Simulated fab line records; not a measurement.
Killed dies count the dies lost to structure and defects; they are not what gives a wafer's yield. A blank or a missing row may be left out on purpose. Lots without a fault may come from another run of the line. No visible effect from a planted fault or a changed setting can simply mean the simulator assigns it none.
Which tool did it?	flow n5Finfet	8 lots, 23 wafers sampled, at 6 steps of a route of 1938

WHAT THE GAUGES READ, wafer by wafer
N5_FIN_SAQP_CD_MEAS_27: the cd target is 20 nm.
lot	measured	on	cdNm (nm)
L234	day 2 06:03	cdSem-01	20.40 20.20
L240	day 3 19:47	cdSem-01	20.43 20.64 20.19
L241	day 3 23:41	cdSem-02	19.93 20.24 20.33
L243	day 4 12:25	cdSem-01	20.21 20.25 20.21
L250	day 6 06:38	cdSem-03	20.77 22.86 20.38
L252	day 6 18:27	cdSem-03	20.51 19.95 20.51
L253	day 7 00:40	cdSem-02	20.30 20.08 20.41
L254	day 7 06:27	cdSem-03	20.41 20.12 19.85

N5_BEOL_M4_RC_MEAS_101.
lot	measured	on	DIBL_N (mV/V)	DIBL_P (mV/V)	IOFF_N (nA/um)	IOFF_P (nA/um)	ION_N (uA/um)	ION_P (uA/um)	SS_N (mV/dec)	SS_P (mV/dec)	VT_N (mV)	VT_P (mV)
L234	day 12 07:51	prober-01	33.3 34.5	35 36	0.12 0.13	0.19 0.23	655 664	460 464	70.6 70.5	73.0 72.7	254 249	-250 -244
L240	day 13 23:03	prober-02	37.8 42.2 36.9	38 44 37	0.18 0.31 0.17	0.23 0.34 0.22	684 692 694	470 471 468	72.6 73.7 71.5	73.9 76.2 73.5	251 243 246	-250 -247 -250
L241	day 12 22:52	prober-02	34.9 36.0 34.8	34 36 33	0.12 0.14 0.12	0.15 0.19 0.15	652 668 645	444 456 439	70.7 71.9 70.9	71.9 73.5 72.9	253 251 254	-255 -255 -257
L243	day 13 15:51	prober-01	33.8 34.2 34.2	34 34 34	0.16 0.14 0.15	0.22 0.21 0.21	667 662 684	462 460 474	71.5 71.5 71.1	73.0 72.4 73.1	248 250 248	-248 -249 -249
L250	day 15 19:12	prober-01	34.4 35.0 35.4	36 37 37	0.14 0.14 0.15	0.16 0.19 0.19	672 678 676	458 466 465	71.9 72.0 72.3	72.9 73.1 73.5	251 254 251	-255 -256 -253
L252	day 17 04:29	prober-01	35.1 36.6 35.3	37 38 37	0.15 0.19 0.15	0.23 0.23 0.21	659 682 665	460 457 454	71.3 72.4 71.9	73.8 73.2 73.4	250 248 252	-250 -250 -250
L253	day 15 22:50	prober-02	37.6 39.2 36.5	38 41 37	0.17 0.21 0.15	0.20 0.28 0.20	673 674 675	458 466 462	71.3 72.2 71.2	73.8 75.1 73.9	248 249 248	-252 -249 -254
L254	day 17 04:50	prober-02	40.9 40.3 39.2	44 43 41	0.28 0.30 0.26	0.38 0.36 0.31	686 695 685	469 472 464	73.0 72.4 72.8	75.4 74.8 75.0	241 239 243	-241 -240 -243

TOOL THAT RAN EACH LOT (tool first, then ch and the chambers of the sampled wafers, then the start)
lot	N5_FIN_SAQP_SPACER1_ALD_24	N5_FIN_SAQP_MANDREL1_REMOVE_56	N5_FIN_SAQP_MANDREL_ETCH_58	N5_FIN_SAQP_STRIP_70
L234	aldSin-03 ch 1,2, day 2 05:08	rieSi-06 ch 0,1, day 2 05:56	rieSi-01 ch 1,2, day 2 06:14	rieDiel-01 ch 1,3, day 2 06:52
L240	aldSin-02 ch 1,2,3, day 3 18:49	rieSi-01 ch 0,1, day 3 19:40	rieSi-03 ch 0,1,2, day 3 19:58	rieDiel-03 ch 1,2, day 3 20:35
L241	aldSin-02 ch 1,2,3, day 3 22:46	rieSi-01 ch 0,2,3, day 3 23:34	rieSi-03 ch 1,2,3, day 3 23:52	rieDiel-03 ch 1,2,3, day 4 00:34
L243	aldSin-03 ch 0,1,3, day 4 11:29	rieSi-03 ch 1,2, day 4 12:18	rieSi-06 ch 1,2,3, day 4 12:36	rieDiel-03 ch 0,1, day 4 13:14
L250	aldSin-02 ch 1,2,3, day 6 05:43	rieSi-03 ch 0,2,3, day 6 06:31	rieSi-01 ch 2,3, day 6 06:49	rieDiel-04 ch 0,1, day 6 07:26
L252	aldSin-04 ch 1,2, day 6 17:32	rieSi-01 ch 0,1,2, day 6 18:20	rieSi-06 ch 0,1,3, day 6 18:41	rieDiel-04 ch 2,3, day 6 19:18
L253	aldSin-03 ch 1,2,3, day 6 23:45	rieSi-06 ch 0,1,2, day 7 00:33	rieSi-01 ch 0,1,2, day 7 00:51	rieDiel-04 ch 1,3, day 7 01:29
L254	aldSin-03 ch 1,2,3, day 7 05:29	rieSi-06 ch 0,1,2, day 7 06:20	rieSi-03 ch 0,1,2, day 7 06:38	rieDiel-04 ch 2,3, day 7 07:16
- N5_FIN_SAQP_SPACER1_ALD_24: deposits SiO2, target thk 20.3 nm, pulse time 1 s, purge time 2 s.
- N5_FIN_SAQP_MANDREL1_REMOVE_56: chemistry HBr/Cl2/O2, target a-Si, stops on SiNx, bt time 10 s.
- N5_FIN_SAQP_MANDREL_ETCH_58: etches a-Si in HBr/Cl2, stops on SiNx, target depth 45 nm, bt time 10 s, time 27 s.
- N5_FIN_SAQP_STRIP_70: strips in N2/H2.

AS READ BY THE TOOLS THEMSELVES (means over the sampled wafers that have a number; for cases with no such wafer, the mark the record gives instead)
N5_FIN_SAQP_SPACER1_ALD_24.
lot	tool	heaterPowerW (W)	precursorPulseHeightRel
L234	aldSin-03	470	0.998
L240	aldSin-02	449	0.984
L241	aldSin-02	458	0.989
L243	aldSin-03	523	0.995
L250	aldSin-02	427	0.995
L252	aldSin-04	527	1.020
L253	aldSin-03	496	1.005
L254	aldSin-03	495	0.994

N5_FIN_SAQP_MANDREL1_REMOVE_56.
lot	tool	HBr_flow_sccm (sccm)	drypumpMotorCurrentA (A)	mfcCl2Sccm (sccm)	oesProductAu (a.u.)	throttleValvePct (%)
L234	rieSi-06	149.9	5.5	80.00	1.014	37.0
L240	rieSi-01	150.5	5.7	79.82	0.992	37.3
L241	rieSi-01	150.4	5.7	79.92	1.000	36.9
L243	rieSi-03	150.7	6.3	80.20	1.001	36.5
L250	rieSi-03	150.2	5.9	80.04	0.985	36.5
L252	rieSi-01	150.2	5.6	79.89	1.000	37.2
L253	rieSi-06	149.7	5.6	80.02	1.021	36.9
L254	rieSi-06	149.9	5.6	80.32	1.014	36.9

N5_FIN_SAQP_MANDREL_ETCH_58.
lot	tool	HBr_flow_sccm (sccm)	drypumpMotorCurrentA (A)	mfcCl2Sccm (sccm)	oesProductAu (a.u.)	throttleValvePct (%)
L234	rieSi-01	149.8	5.3	79.79	0.681	35.8
L240	rieSi-03	150.1	6.1	79.99	0.700	35.5
L241	rieSi-03	149.6	5.9	80.05	0.691	35.3
L243	rieSi-06	150.1	6.1	80.03	0.694	35.7
L250	rieSi-01	149.7	5.4	79.94	0.678	35.2
L252	rieSi-06	150.5	5.8	80.00	0.700	35.7
L253	rieSi-01	150.1	5.6	80.08	0.693	36.0
L254	rieSi-03	149.9	6.1	80.10	0.698	35.5

N5_FIN_SAQP_STRIP_70.
lot	tool	drypumpMotorCurrentA (A)	n2FlowSccm (sccm)	oesProductAu (a.u.)	rfVppV (V)	showerheadPlenumPTorr (Torr)	throttleValvePct (%)
L234	rieDiel-01	5.73	299.0	0.82	122.8	3.45	19.1
L240	rieDiel-03	5.85	298.9	0.80	120.9	3.33	18.8
L241	rieDiel-03	5.83	299.9	0.81	121.5	3.32	18.6
L243	rieDiel-03	5.62	299.8	0.76	121.7	3.30	18.7
L250	rieDiel-04	5.92	299.5	0.69	120.9	3.31	19.3
L252	rieDiel-04	5.32	299.8	0.74	122.2	3.49	19.4
L253	rieDiel-04	5.70	301.1	0.71	121.9	3.37	19.4
L254	rieDiel-04	5.40	300.2	0.71	122.6	3.49	19.4

THE ANSWER, worked out from the rows above alone
Rule: the lots themselves supply what counts as usual. Put in order of their means at a reading, lots are off if they are a third of the lots or fewer, leave a main group of 4 or more, and stand apart from it by a gap of 3 or more times the standard deviation of the main group's means; of several such gaps the widest counts. Not used: any main group whose means are identical at the precision the tables above print for the reading. A lot without any number at a reading at which 4 lots or more have one is off too. The other lots that the step has rows for count as sound. After the gauges, taken in route order, come the tools' own readings; for these a lot's mean is taken, as printed above. At the first step where some lot is off, the reading lying furthest off is the one used; lots without a number count as furthest.
Off: L250, at N5_FIN_SAQP_CD_MEAS_27 (cdNm). For the main group the mean is 20.26 nm and the standard deviation 0.092.
If a tool, at a process step before that reading, ran all the lots that are off and no sound lot after the first of them, it fits. Those tools and the gauges at N5_FIN_SAQP_CD_MEAS_27 are tried in the same way. 2 tools fit, aldSin-02 at N5_FIN_SAQP_SPACER1_ALD_24 and rieSi-03 at N5_FIN_SAQP_MANDREL1_REMOVE_56, so this cannot tell which one it is.

WHAT HAD BEEN PUT IN BY THE SIMULATOR
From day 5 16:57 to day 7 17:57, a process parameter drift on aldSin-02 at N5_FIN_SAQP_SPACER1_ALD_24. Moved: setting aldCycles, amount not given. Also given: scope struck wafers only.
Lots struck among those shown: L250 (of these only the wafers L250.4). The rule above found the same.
